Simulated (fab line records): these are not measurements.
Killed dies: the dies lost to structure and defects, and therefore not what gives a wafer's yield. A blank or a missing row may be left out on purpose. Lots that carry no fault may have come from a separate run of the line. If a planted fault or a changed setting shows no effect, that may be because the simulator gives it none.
fab line records	flow n5-finfet
[record] lots = 10	wafers = 26	last-day = 18
route steps=1938 shown PMOS_HMC_CHANNEL_EPI@68 FIN_SAQP@99 BEOL_M4@1111 PASSIVATION@1936
lots untouched by any fault: they come from a run of this same line in which no faults occurred
start-h: the number of hours between the record's first day and the start of the first shown wafer of the lot	wait-h: how many hours have passed since the lot's step before this one	" unchanged from the row above	L1.1+2: several wafers, shown together as one row	- either no value or no given start	* or withheld: withheld	< > ~ a bound
route shown NAME@n: names a module that has steps shown in the file, with the first one's number in the route	usual: mean and standard deviation over wafers with no fault	same: alike in all rows	chamber/n: place in a boat	sites: each site's reading	_std_site: standard deviation across them	_edge_site: the outer-site mean with the inner-site mean subtracted	radius-mm: for every site, how far away it sits from the centre of the wafer	mask NAME#n: copy n	behind: the tool/chamber that last shaped the wafer	hold: what put the lot on hold/how long, in hours/how the hold closed	device: whichever transistor did not switch (one of n, p or np)	end of line: tests run on the same wafers once the route is complete	where a step has no rows: the recipe by itself	killed: the dies lost at the first sort to structure and to defects; this is not the yield of the wafer	map: dies across one wafer; x = killed, . = not, _ = none there
set.NAME: the setting as run; set.NAME@STEP: as run at that earlier step	model.NAME: the simulator's own value behind a step, which no gauge read
a sample of lots followed through the steps of the route, with each step as a table and each wafer as a row
services: from which hour (start-h, from the record's first day; less than 0 if before it) a tool's chamber was out of use, for how many hours, and why
[[steps]]
[step N5_PMOS_HMC_CHANNEL_EPI_DESCUM_14]
[recipe] chemistry = O2	time-s = 7.9	source-power-w = 50	bias-power-w = 20	pressure-mtorr = 20	rf-frequency-hz = 2.712e+07	temp-c = 40	resist = CAR-ArF-block	o2-flow-sccm = 225
[usual] drypump-motor-current-A = 6.0/0.36	o2-flow-sccm = 225.0/0.65	oes-product-au = 0.76/0.077	rf-vpp-V = 243.4/1.3	showerhead-plenum-p-Torr = 2.10/0.06	throttle-valve-pct = 20.41/0.19
lot.wafer	tool	chamber	start-h	wait-h	drypump-motor-current-A	o2-flow-sccm	oes-product-au	rf-hours-counter-h	rf-vpp-V	showerhead-plenum-p-Torr	throttle-valve-pct
L818.2	rie-diel-03	3	29.27	0.0	6.4	224.6	0.72	163	244.0	2.18	20.43
L818.3	"	1	"	"	5.8	223.5	0.69	217	243.3	2.06	20.45
L819.2	rie-diel-03	0	35.68	0.0	5.3	225.5	0.84	66	243.5	2.14	20.38
L819.5	"	3	"	"	6.4	225.7	0.73	-	244.1	2.18	20.44
L819.6	"	2	"	"	6.6	224.5	0.75	-	242.5	2.11	20.47
L820.1	rie-diel-01	2	41.48	0.0	6.0	225.2	0.75	118	244.3	2.18	20.49
L820.4	"	0	"	"	6.2	225.1	0.71	217	245.6	2.12	20.25
L820.5	"	3	"	"	5.9	225.7	0.74	-	243.1	2.07	20.28
L821.3	rie-diel-03	3	47.27	0.0	6.4	224.5	0.73	169	244.0	2.18	20.44
L821.4	"	1	"	"	5.8	225.6	0.71	223	244.6	2.06	20.47
L821.6	"	1	"	"	5.8	224.3	0.70	-	243.5	2.06	20.44
L822.1	rie-diel-01	2	53.96	0.4	6.0	224.3	0.76	122	244.3	2.18	20.47
L822.3	"	0	"	"	6.2	224.6	0.71	221	244.8	2.11	20.26
L822.4	"	3	"	"	5.9	224.9	0.76	161	241.5	2.07	20.27
L824.3	rie-diel-02	1	65.73	0.0	5.7	224.8	0.78	122	242.3	2.03	20.88
L824.4	"	3	"	"	5.9	224.3	0.77	145	241.3	2.00	20.06
L824.6	"	1	"	"	5.7	225.4	0.78	-	242.4	2.03	20.89
L832.1	rie-diel-01	2	113.39	0.0	6.0	225.7	0.74	142	245.0	2.17	20.52
L832.3	"	3	"	"	5.9	225.0	0.74	181	243.9	2.06	20.29
L832.5	"	3	"	"	5.9	225.6	0.74	-	243.6	2.06	20.31
L835.1	rie-diel-01	1	131.35	0.0	6.1	225.4	0.95	12	241.8	2.06	20.54
L835.6	"	0	"	"	6.2	225.0	0.69	-	244.5	2.11	20.29
L836.3	rie-diel-03	1	137.52	0.1	5.8	223.9	0.68	249	242.2	2.05	20.50
L836.5	"	2	"	"	6.6	224.7	0.72	-	242.1	2.10	20.52
L839.2	rie-diel-01	3	155.27	0.0	5.8	224.6	0.72	195	243.0	2.06	20.32
L839.4	"	3	"	"	5.9	225.2	0.72	-	243.5	2.06	20.31
[step N5_PMOS_HMC_CHANNEL_EPI_THK_MEAS_22]
[recipe] reads = SiGe30_of_PMOS_HMC_CHANNEL_EPI_EPI_20
[usual] HMC_CMP_THK = 54.1/1.2
lot.wafer	tool	chamber	start-h	wait-h	HMC_CMP_THK[nm]
L818.2	film-metro-01	-	31.53	-	54.8
L818.3	"	-	"	"	55.3
L819.2	film-metro-02	-	37.94	-	54.6
L819.5	"	-	"	"	53.4
L819.6	"	-	"	"	51.7
L820.1	film-metro-02	-	43.75	-	54.4
L820.4	"	-	"	"	54.7
L820.5	"	-	"	"	54.9
L821.3	film-metro-01	-	49.99	-	54.0
L821.4	"	-	"	"	55.0
L821.6	"	-	"	"	55.5
L822.1	film-metro-02	-	56.22	-	51.2
L822.3	"	-	"	"	55.4
L822.4	"	-	"	"	53.9
L824.3	film-metro-01	-	67.99	-	53.2
L824.4	"	-	"	"	54.2
L824.6	"	-	"	"	53.9
L832.1	film-metro-01	-	115.65	-	53.6
L832.3	"	-	"	"	53.7
L832.5	"	-	"	"	53.8
L835.1	film-metro-01	-	133.62	-	53.3
L835.6	"	-	"	"	54.6
L836.3	film-metro-01	-	140.18	-	52.2
L836.5	"	-	"	"	54.1
L839.2	film-metro-01	-	157.93	-	54.7
L839.4	"	-	"	"	52.7
[step N5_FIN_SAQP_PECVD_48]
[recipe] material = SiNx	target-thk-a = 250	temp-c = 400	precursor = SiH4/NH3/N2	pressure-torr = 1.5	rf-w = 300	time-s = 22.1
[usual] chamber-pressure-Torr = 1.500/0.0034	heater-power-w = 784/80	showerhead-plenum-p-Torr = 5.17/0.076	throttle-valve-pct = 39.1/1.3
lot.wafer	tool	chamber	start-h	wait-h	chamber-pressure-Torr	heater-power-w	showerhead-plenum-p-Torr	throttle-valve-pct
L818.2	pecvd-02	2	32.88	0.0	1.500	778	5.17	37.8
L818.3	"	0	"	"	1.501	775	5.14	39.5
L819.2	pecvd-03	1	39.15	0.0	1.501	785	4.99	41.7
L819.5	"	2	"	"	1.498	699	5.15	40.2
L819.6	"	0	"	"	1.498	725	5.14	39.0
L820.1	pecvd-03	1	44.97	0.0	1.508	771	4.99	41.5
L820.4	"	1	"	"	1.507	807	5.00	41.3
L820.5	"	2	"	"	1.499	682	5.15	40.2
L821.3	pecvd-01	0	51.36	0.0	1.499	829	5.23	37.5
L821.4	"	0	"	"	1.497	810	5.26	37.4
L821.6	"	2	"	"	1.501	787	5.17	38.5
L822.1	pecvd-03	0	57.67	0.0	1.500	620	5.15	39.0
L822.3	"	1	"	"	1.496	807	4.99	41.3
L822.4	"	1	"	"	1.499	799	4.99	41.2
L824.3	pecvd-03	1	69.46	0.0	1.507	831	4.99	41.3
L824.4	"	2	"	"	1.507	666	5.14	40.4
L824.6	"	1	"	"	1.505	823	5.01	41.4
L832.1	pecvd-03	0	117.07	0.0	1.496	688	5.13	39.3
L832.3	"	2	"	"	1.498	707	5.14	40.1
L832.5	"	1	"	"	1.499	714	4.99	41.3
L835.1	pecvd-01	1	134.96	0.0	1.501	860	5.25	38.0
L835.6	"	0	"	"	1.500	766	5.25	37.6
L836.3	pecvd-02	2	141.47	0.0	1.500	792	5.17	38.7
L836.5	"	2	"	"	1.506	659	5.18	38.2
L839.2	pecvd-01	2	160.41	0.0	1.497	809	5.16	38.7
L839.4	"	1	"	"	1.499	872	5.25	38.0
[step N5_FIN_SAQP_PECVD_06]
[recipe] material = a-Si	target-thk-a = 600	temp-c = 400	precursor = SiH4/He	pressure-torr = 3	rf-w = 100	time-s = 48.1
[usual] chamber-pressure-Torr = 2.999/0.0067	heater-power-w = 857/74	showerhead-plenum-p-Torr = 5.69/0.057	throttle-valve-pct = 17.9/0.57
lot.wafer	tool	chamber	start-h	wait-h	chamber-pressure-Torr	heater-power-w	showerhead-plenum-p-Torr	throttle-valve-pct
L818.2	pecvd-02	2	32.92	0.0	3.005	852	5.69	17.4
L818.3	"	0	"	"	3.002	868	5.67	18.2
L819.2	pecvd-03	1	39.19	0.0	3.004	895	5.54	18.8
L819.5	"	2	"	"	2.990	742	5.64	18.2
L819.6	"	0	"	"	2.989	789	5.65	17.5
L820.1	pecvd-03	1	45.01	0.0	3.000	789	5.56	18.7
L820.4	"	1	"	"	3.004	798	5.56	19.2
L820.5	"	2	"	"	3.006	755	5.69	18.4
L821.3	pecvd-01	0	51.40	0.0	3.003	784	5.75	17.0
L821.4	"	0	"	"	2.993	771	5.75	17.3
L821.6	"	2	"	"	3.008	842	5.68	17.6
L822.1	pecvd-03	0	57.71	0.0	2.998	797	5.66	17.7
L822.3	"	1	"	"	2.996	790	5.56	18.9
L822.4	"	1	"	"	3.002	768	5.55	19.1
L824.3	pecvd-03	1	69.50	0.0	2.990	842	5.56	18.8
L824.4	"	2	"	"	3.002	758	5.67	18.5
L824.6	"	1	"	"	2.995	847	5.55	19.0
L832.1	pecvd-03	0	117.11	0.0	3.001	808	5.65	17.9
L832.3	"	2	"	"	2.995	808	5.67	18.7
L832.5	"	1	"	"	2.993	887	5.55	18.9
L835.1	pecvd-01	1	135.02	0.0	3.000	926	5.74	17.4
L835.6	"	0	"	"	2.997	885	5.75	17.1
L836.3	pecvd-02	2	141.51	0.0	3.011	815	5.69	17.7
L836.5	"	2	"	"	3.007	816	5.69	17.7
L839.2	pecvd-01	2	160.45	0.0	2.988	823	5.69	17.8
L839.4	"	1	"	"	2.996	921	5.75	17.5
[step N5_FIN_SAQP_THK_MEAS_07]
[usual] thk-nm = 60.5/0.87
lot.wafer	tool	chamber	start-h	wait-h	thk-nm
L818.2	film-metro-01	-	33.01	0.1	59.6
L818.3	"	-	"	"	60.2
L819.2	film-metro-02	-	39.28	0.1	60.3
L819.5	"	-	"	"	62.0
L819.6	"	-	"	"	61.3
L820.1	film-metro-01	-	45.10	0.1	59.6
L820.4	"	-	"	"	61.2
L820.5	"	-	"	"	61.5
L821.3	film-metro-01	-	51.73	0.3	60.2
L821.4	"	-	"	"	61.5
L821.6	"	-	"	"	58.8
L822.1	film-metro-01	-	57.80	0.1	59.2
L822.3	"	-	"	"	60.1
L822.4	"	-	"	"	60.8
L824.3	film-metro-01	-	69.59	0.1	59.6
L824.4	"	-	"	"	61.4
L824.6	"	-	"	"	60.7
L832.1	film-metro-01	-	117.20	0.1	59.7
L832.3	"	-	"	"	54.8
L832.5	"	-	"	"	60.8
L835.1	film-metro-01	-	135.14	0.1	60.8
L835.6	"	-	"	"	61.7
L836.3	film-metro-01	-	141.60	0.1	58.8
L836.5	"	-	"	"	59.5
L839.2	film-metro-02	-	160.54	0.1	59.3
L839.4	"	-	"	"	61.1
[step N5_BEOL_M4_RC_MEAS_101]
[usual] DIBL_N = 36.1/2	DIBL_P = 36.3/2.5	IOFF_N = 0.16/0.037	IOFF_P = 0.21/0.039	ION_N = 678/15	ION_P = 465/8.7	SS_N = 71.4/0.7	SS_P = 73.3/0.74	VT_N = 249/3.6	VT_P = -250.0/2.9
lot.wafer	tool	chamber	start-h	wait-h	DIBL_N[mV/V]	DIBL_P[mV/V]	IOFF_N[nA/um]	IOFF_P[nA/um]	ION_N[uA/um]	ION_P[uA/um]	SS_N[mV/dec]	SS_P[mV/dec]	VT_N[mV]	VT_P[mV]
L819.2	prober-02	0	181.22	0.2	33.3	30.4	0.09	0.15	643	452	70.6	72.3	257	-252.8
L819.5	"	0	"	"	36.9	35.9	0.14	0.21	684	470	71.0	72.7	250	-250.1
L819.6	"	0	"	"	33.6	30.2	0.09	0.14	642	443	70.6	71.8	258	-255.9
L818.2	prober-01	0	191.52	0.2	35.7	35.4	0.14	0.17	675	457	70.6	73.0	254	-255.2
L818.3	"	0	"	"	37.6	37.8	0.18	0.22	674	460	72.1	74.7	249	-249.7
L820.1	prober-01	0	195.83	0.0	37.2	35.6	0.17	0.23	688	472	71.7	74.1	249	-251.1
L820.4	"	0	"	"	39.2	36.4	0.20	0.25	681	459	72.3	73.8	247	-249.6
L820.5	"	0	"	"	38.7	36.8	0.18	0.26	688	473	72.6	73.2	249	-251.2
L821.3	prober-02	0	198.11	0.3	36.2	37.4	0.16	0.21	679	463	71.7	73.2	249	-253.5
L821.4	"	0	"	"	34.6	35.8	0.13	0.18	671	466	71.1	72.5	256	-253.8
L821.6	"	0	"	"	37.3	39.0	0.19	0.23	688	467	72.2	74.0	250	-251.7
L822.1	prober-01	0	198.46	0.1	34.8	35.2	0.14	0.18	687	470	71.5	72.7	251	-250.1
L822.3	"	0	"	"	34.5	35.1	0.13	0.17	670	459	71.3	73.1	251	-251.9
L822.4	"	0	"	"	38.4	40.7	0.21	0.27	687	472	72.4	74.3	244	-245.6
L824.3	prober-02	0	233.23	0.3	38.9	40.1	0.20	0.21	675	456	72.3	73.5	250	-253.0
L824.4	"	0	"	"	35.9	37.6	0.15	0.18	673	453	71.5	72.7	252	-254.6
L824.6	"	0	"	"	36.7	38.4	0.16	0.19	670	452	72.0	72.8	252	-253.3
L832.1	prober-02	0	283.95	0.0	32.4	32.2	0.11	0.13	660	448	70.8	71.7	252	-256.9
L832.3	"	0	"	"	35.0	36.2	0.15	0.18	670	458	71.6	73.5	250	-254.3
L832.5	"	0	"	"	32.9	34.0	0.13	0.16	675	461	70.4	71.8	248	-254.9
L835.1	prober-02	0	308.27	0.0	34.5	35.3	0.15	0.20	690	476	71.0	72.5	249	-250.5
L835.6	"	0	"	"	34.3	35.2	0.13	0.19	660	453	70.8	72.5	252	-249.1
L839.2	prober-02	0	313.26	0.2	34.2	34.1	0.13	0.18	676	466	70.1	73.3	251	-251.3
L839.4	"	0	"	"	36.9	37.5	0.16	0.23	672	468	71.6	74.1	251	-249.1
L836.3	prober-02	0	318.94	0.3	35.6	35.0	0.15	0.20	675	466	71.8	73.3	250	-247.7
L836.5	"	0	"	"	33.9	33.2	0.13	0.20	679	471	70.7	73.0	252	-248.3
[step N5_PASSIVATION_PROBE_49]
[usual] defect-limited-yield = 91.1/1.3	killed_at_M0_to_M3 = 32/9.7	killed_at_M4_up = 16/6	killed-at-contacts = 12/5.9	killed-at-front-end = 41/11	killed-at-other = 4/3.1	killed-dies = 104/16	killed-open = 68/12	killed-short = 34/7.4	sort_bin_5_function = 5.1/0.85	sort_bin_6_memory = 3.3/0.66	sort_bin_8_speed = 0.1/0.53	sort-n-pass = 1075/16	sort-yield-pct = 91.1/1.4
[same] gross-dies = 1180	killed-at-back-side = 0	sort_bin_4_leakage[%] = 0
lot.wafer	tool	chamber	start-h	wait-h	defect-limited-yield[%]	killed_at_M0_to_M3	killed_at_M4_up	killed-at-contacts	killed-at-front-end	killed-at-other	killed-dies	killed-open	killed-short	sort_bin_5_function[%]	sort_bin_6_memory[%]	sort_bin_8_speed[%]	sort-n-pass	sort-yield-pct[%]
L819.2	prober-02	-	300.92	0.1	91.6	18	19	21	39	2	99	75	23	4.7	3.6	0	1081	91.6
L819.5	prober-02	-	301.07	0.2	89.1	33	24	30	41	1	129	94	34	6.0	4.4	0	1051	89.1
L819.6	prober-02	-	301.12	0.3	92.2	27	25	3	34	3	92	62	29	4.7	2.7	0.4	1083	91.8
L818.2	prober-01	-	309.99	0.1	92.1	33	9	10	40	1	93	68	23	4.4	3.2	0	1087	92.1
L818.3	prober-01	-	310.04	0.1	89.2	36	15	5	59	12	127	82	37	5.9	4.5	0	1053	89.2
L821.3	prober-01	-	314.04	0.1	89.5	40	32	9	39	4	124	71	47	6.6	3.5	0	1056	89.5
L821.4	prober-01	-	314.09	0.2	90.7	42	22	12	30	4	110	68	39	5.3	3.4	0	1070	90.7
L821.6	prober-01	-	314.19	0.3	90.8	46	20	2	40	0	108	65	42	5.6	3.2	0	1072	90.8
L822.1	prober-02	-	319.56	0.2	90.3	34	15	11	51	3	114	80	34	4.4	5.0	0	1066	90.3
L822.3	prober-02	-	319.66	0.3	89.9	47	14	15	41	2	119	85	32	6.3	3.3	0	1061	89.9
L822.4	prober-02	-	319.71	0.3	92.4	29	13	11	34	3	90	59	30	4.8	2.6	0	1090	92.4
L824.3	prober-01	-	332.30	0.1	92.6	19	18	18	27	5	87	57	28	5.0	2.2	0	1093	92.6
L824.4	prober-01	-	332.35	0.2	91.1	21	20	11	53	0	105	58	46	5.8	2.7	0	1075	91.1
L824.6	prober-01	-	332.45	0.3	90.4	29	20	15	47	2	113	67	39	5.3	3.4	0	1067	90.4
L820.1	prober-02	-	341.58	0.0	90.0	45	18	8	46	1	118	65	45	5.7	3.3	0	1062	90.0
L820.4	prober-02	-	341.73	0.2	90.1	39	17	8	44	9	117	76	41	6.0	3.7	0	1063	90.1
L820.5	prober-02	-	341.78	0.2	92.1	31	12	3	42	5	93	58	35	4.2	3.6	0	1087	92.1
L832.1	prober-02	-	394.65	0.0	93.7	15	16	12	29	2	74	51	22	3.5	2.8	0.1	1105	93.6
L832.3	prober-02	-	394.75	0.1	91.4	21	16	12	49	3	101	67	34	5.5	2.6	0	1079	91.4
L832.5	prober-02	-	394.85	0.2	91.9	25	17	8	34	11	95	63	32	4.7	2.8	0	1085	91.9
L835.1	prober-01	-	425.29	0.0	90.8	25	6	19	56	3	109	80	28	5.4	3.6	0	1071	90.8
L835.6	prober-01	-	425.54	0.3	90.8	41	7	9	49	3	109	66	41	4.8	3.9	0	1071	90.8
L836.3	prober-02	-	425.73	0.1	90.1	40	19	12	41	5	117	81	31	5.7	3.9	0	1063	90.1
L836.5	prober-02	-	425.83	0.2	91.8	33	7	17	36	4	97	66	30	4.4	3.3	0	1083	91.8
L839.2	prober-02	-	442.78	0.6	89.1	38	13	13	60	5	129	87	34	6.8	3.1	0	1051	89.1
L839.4	prober-02	-	442.88	0.7	91.1	40	9	8	48	0	105	60	43	5.1	3.5	0	1075	91.1
// killed by level:class
L819.2 MOL_CONTACT_COAG:geometric-particle:open=19 FIN_SAQP:geometric-particle:open=9 BEOL_M4:geometric-particle:open=8 FIN_SAQP:geometric-particle:short=7 STARTING-WAFER:geometric-particle:open=6 BEOL_M2:geometric-particle:open=5 DUMMY_GATE:geometric-particle:open=5 BEOL_M0_SAQP:geometric-particle:open=5
L819.5 MOL_CONTACT_COAG:geometric-particle:open=24 BEOL_M2:geometric-particle:open=14 BEOL_M4:geometric-particle:open=10 FIN_SAQP:geometric-particle:open=9 STARTING-WAFER:geometric-particle:open=7 FIN_SAQP:geometric-particle:short=6 MOL_CONTACT_COAG:geometric-particle:short=6 BEOL_M0_SAQP:geometric-particle:short=6
L819.6 FIN_SAQP:geometric-particle:open=10 BEOL_M1:geometric-particle:open=8 BEOL_M4:geometric-particle:open=8 BEOL_M2:geometric-particle:open=7 BEOL_M5:geometric-particle:open=7 GATE_CUT:geometric-particle:short=6 BEOL_M4:geometric-particle:short=5 DUMMY_GATE:geometric-particle:open=3
L818.2 BEOL_M3:geometric-particle:open=13 FIN_SAQP:geometric-particle:open=12 STI_FIN_REVEAL:geometric-particle:open=10 BEOL_M0:geometric-particle:open=7 MOL_CONTACT_COAG:geometric-particle:short=6 FIN_SAQP:geometric-particle:short=4 STARTING-WAFER:geometric-particle:open=4 MOL_CONTACT_COAG:geometric-particle:open=4
L818.3 FIN_SAQP:geometric-particle:open=17 DUMMY_GATE:geometric-particle:open=11 BEOL_M1:geometric-particle:open=10 FIN_SAQP:geometric-particle:short=9 STI_FIN_REVEAL:geometric-particle:open=7 PASSIVATION:area-etch=7 BEOL_M3:geometric-particle:open=6 BEOL_M4:geometric-particle:open=5
L821.3 BEOL_M4:geometric-particle:open=10 BEOL_M0_SAQP:geometric-particle:short=8 MOL_CONTACT_COAG:geometric-particle:open=8 FIN_SAQP:geometric-particle:short=7 FIN_SAQP:geometric-particle:open=7 BEOL_M1:geometric-particle:open=7 GATE_CUT:geometric-particle:short=6 BEOL_M2:geometric-particle:open=6
L821.4 BEOL_M3:geometric-particle:open=12 BEOL_M0_SAQP:geometric-particle:open=9 MOL_CONTACT_COAG:geometric-particle:open=8 GATE_CUT:geometric-particle:short=7 BEOL_M1:geometric-particle:open=6 FIN_SAQP:geometric-particle:short=5 FIN_SAQP:geometric-particle:open=4 BEOL_M1:geometric-particle:short=4
L821.6 BEOL_M0_SAQP:geometric-particle:short=16 BEOL_M4:geometric-particle:open=10 FIN_SAQP:geometric-particle:short=8 BEOL_M0_SAQP:geometric-particle:open=8 BEOL_M2:geometric-particle:open=7 STI_FIN_REVEAL:geometric-particle:open=6 BEOL_M3:geometric-particle:open=6 FIN_SAQP:geometric-particle:open=5
L822.1 FIN_SAQP:geometric-particle:short=13 BEOL_M1:geometric-particle:open=13 FIN_SAQP:geometric-particle:open=10 STI_FIN_REVEAL:geometric-particle:open=9 BEOL_M2:geometric-particle:open=9 MOL_CONTACT_COAG:geometric-particle:open=8 BEOL_M3:geometric-particle:open=6 BEOL_M4:geometric-particle:open=6
L822.3 MOL_CONTACT_COAG:geometric-particle:open=12 BEOL_M1:geometric-particle:open=11 FIN_SAQP:geometric-particle:open=11 BEOL_M2:geometric-particle:open=9 STI_FIN_REVEAL:geometric-particle:open=8 BEOL_M3:geometric-particle:open=8 FIN_SAQP:geometric-particle:short=7 BEOL_M4:geometric-particle:open=7
L822.4 BEOL_M1:geometric-particle:open=11 FIN_SAQP:geometric-particle:short=9 MOL_CONTACT_COAG:geometric-particle:open=9 FIN_SAQP:geometric-particle:open=6 BEOL_M5:geometric-particle:open=6 BEOL_M0_SAQP:geometric-particle:short=5 DUMMY_GATE:geometric-particle:open=4 GATE_CUT:geometric-particle:open=4
L824.3 MOL_CONTACT_COAG:geometric-particle:open=15 FIN_SAQP:geometric-particle:short=11 BEOL_M4:geometric-particle:open=8 BEOL_M0_SAQP:geometric-particle:open=6 FIN_SAQP:geometric-particle:open=4 ILD0:geometric-particle:open=3 MOL_CONTACT_COAG:geometric-particle:short=3 BEOL_M0_SAQP:geometric-particle:short=3
L824.4 FIN_SAQP:geometric-particle:short=20 MOL_CONTACT_COAG:geometric-particle:open=10 BEOL_M4:geometric-particle:open=8 FIN_SAQP:geometric-particle:open=6 STARTING-WAFER:geometric-particle:short=5 BEOL_M2:geometric-particle:open=4 GATE_CUT:geometric-particle:short=4 BEOL_M0_SAQP:geometric-particle:open=4
L824.6 FIN_SAQP:geometric-particle:short=13 MOL_CONTACT_COAG:geometric-particle:open=13 FIN_SAQP:geometric-particle:open=9 BEOL_M0_SAQP:geometric-particle:short=9 DUMMY_GATE:geometric-particle:open=8 BEOL_M2:geometric-particle:open=6 BEOL_M0_SAQP:geometric-particle:open=5 BEOL_M4:geometric-particle:short=4
L820.1 BEOL_M2:geometric-particle:open=12 BEOL_M0_SAQP:geometric-particle:short=8 FIN_SAQP:geometric-particle:open=7 BEOL_M4:geometric-particle:open=7 HKMG_FIN:area-etch=7 FIN_SAQP:geometric-particle:short=6 DUMMY_GATE:geometric-particle:open=6 MOL_CONTACT_COAG:geometric-particle:open=6
L820.4 BEOL_M0_SAQP:geometric-particle:short=10 BEOL_M2:geometric-particle:open=10 STI_FIN_REVEAL:geometric-particle:open=9 BEOL_M0_SAQP:geometric-particle:open=9 FIN_SAQP:geometric-particle:open=8 BEOL_M4:geometric-particle:open=7 GATE_CUT:geometric-particle:short=6 FIN_SAQP:geometric-particle:short=5
L820.5 FIN_SAQP:geometric-particle:open=12 FIN_SAQP:geometric-particle:short=11 BEOL_M1:geometric-particle:open=8 BEOL_M0_SAQP:geometric-particle:short=7 BEOL_M2:geometric-particle:open=6 BEOL_M5:geometric-particle:open=5 STARTING-WAFER:geometric-particle:short=5 BEOL_M0_SAQP:geometric-particle:open=4
L832.1 MOL_CONTACT_COAG:geometric-particle:open=10 STI_FIN_REVEAL:geometric-particle:open=8 FIN_SAQP:geometric-particle:open=5 BEOL_M4:geometric-particle:open=5 BEOL_M2:geometric-particle:open=4 STARTING-WAFER:geometric-particle:short=4 FIN_SAQP:geometric-particle:short=3 GATE_CUT:geometric-particle:short=3
L832.3 FIN_SAQP:geometric-particle:short=13 FIN_SAQP:geometric-particle:open=12 STI_FIN_REVEAL:geometric-particle:open=10 MOL_CONTACT_COAG:geometric-particle:open=10 BEOL_M4:geometric-particle:open=8 BEOL_M0_SAQP:geometric-particle:open=5 BEOL_M3:geometric-particle:open=5 BEOL_M2:geometric-particle:open=4
L832.5 FIN_SAQP:geometric-particle:open=11 STI_FIN_REVEAL:geometric-particle:open=8 BEOL_M0_SAQP:geometric-particle:short=6 BEOL_M3:geometric-particle:open=6 FIN_SAQP:geometric-particle:short=5 MOL_CONTACT_COAG:geometric-particle:open=5 BEOL_M0_SAQP:geometric-particle:open=5 BEOL_M4:geometric-particle:open=5
L835.1 MOL_CONTACT_COAG:geometric-particle:open=16 FIN_SAQP:geometric-particle:open=10 BEOL_M0_SAQP:geometric-particle:open=9 STI_FIN_REVEAL:geometric-particle:open=8 DUMMY_GATE:geometric-particle:open=7 BEOL_M3:geometric-particle:open=6 FIN_SAQP:geometric-particle:short=5 ILD0:geometric-particle:open=5
L835.6 BEOL_M0_SAQP:geometric-particle:short=11 FIN_SAQP:geometric-particle:open=9 FIN_SAQP:geometric-particle:short=9 BEOL_M0_SAQP:geometric-particle:open=9 STI_FIN_REVEAL:geometric-particle:open=8 BEOL_M2:geometric-particle:open=7 BEOL_M3:geometric-particle:open=7 GATE_CUT:geometric-particle:open=6
L836.3 FIN_SAQP:geometric-particle:open=13 BEOL_M0_SAQP:geometric-particle:open=11 MOL_CONTACT_COAG:geometric-particle:open=10 BEOL_M3:geometric-particle:open=9 BEOL_M0_SAQP:geometric-particle:short=8 BEOL_M4:geometric-particle:open=6 STI_FIN_REVEAL:geometric-particle:open=5 GATE_CUT:geometric-particle:short=5
L836.5 MOL_CONTACT_COAG:geometric-particle:open=12 BEOL_M3:geometric-particle:open=11 DUMMY_GATE:geometric-particle:open=9 BEOL_M0_SAQP:geometric-particle:open=6 GATE_CUT:geometric-particle:open=5 MOL_CONTACT_COAG:geometric-particle:short=5 BEOL_M0_SAQP:geometric-particle:short=4 DUMMY_GATE:geometric-particle:short=4
L839.2 FIN_SAQP:geometric-particle:open=18 FIN_SAQP:geometric-particle:short=14 MOL_CONTACT_COAG:geometric-particle:open=11 STI_FIN_REVEAL:geometric-particle:open=8 BEOL_M0_SAQP:geometric-particle:open=8 HKMG_FIN:area-etch=8 BEOL_M1:geometric-particle:open=7 BEOL_M3:geometric-particle:open=7
L839.4 STI_FIN_REVEAL:geometric-particle:open=12 BEOL_M0_SAQP:geometric-particle:short=12 FIN_SAQP:geometric-particle:short=9 FIN_SAQP:geometric-particle:open=9 BEOL_M1:geometric-particle:open=8 DUMMY_GATE:geometric-particle:open=6 MOL_CONTACT_COAG:geometric-particle:open=6 BEOL_M2:geometric-particle:open=5
[[services]]
tool	chamber	start-h	hours	kind
pecvd-02	1	13.03	3.6	repair
pecvd-01	1	16.17	5.5	scheduled-down
pecvd-01	-	18.91	0.8	repair
pecvd-01	2	21.75	-	clean
pecvd-01	2	21.75	-	consumable-replace:showerhead
pecvd-01	2	21.75	29.0	scheduled-down
pecvd-01	2	21.75	29.0	vent-cycle
rie-diel-02	1	37.33	11.9	repair
rie-diel-02	-	53.57	1.2	repair
rie-diel-01	1	55.31	-	clean
rie-diel-01	1	55.31	-	consumable-replace:focus-ring
rie-diel-01	1	55.31	27.1	scheduled-down
rie-diel-01	1	55.31	27.1	vent-cycle
pecvd-01	0	76.29	13.2	repair
pecvd-01	2	104.13	4.0	repair
pecvd-03	-	107.65	2.9	repair
pecvd-03	1	113.51	2.1	scheduled-down
rie-diel-02	2	114.71	9.7	repair
pecvd-01	2	131.50	6.3	repair
pecvd-01	1	133.26	-	calibration
rie-diel-01	0	143.73	-	clean
pecvd-03	0	152.39	2.1	scheduled-down
pecvd-03	2	154.52	5.5	scheduled-down
rie-diel-02	3	159.82	13.2	repair
[[key]]
[first-sign] step = N5_FIN_SAQP_THK_MEAS_07	reading = thk-nm	direction = down	sigmas = 6.5	usual = *	struck = *
effect none on later readings
met-at N5_FIN_SAQP_PECVD_06
struck-lots L832
struck-wafers L832.3
not-acting-at N5_PMOS_HMC_CHANNEL_EPI_DESCUM_14,N5_PMOS_HMC_CHANNEL_EPI_THK_MEAS_22,N5_FIN_SAQP_PECVD_48
onset-between 69.50 117.11
[fault] kind = process-parameter-drift	tool = pecvd-03	chamber = 2	onset-h = 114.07	steps = N5_FIN_SAQP_PECVD_06	channel = time-s	offset = *	shape = step	end-h = 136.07	acts-in = *	stated = *
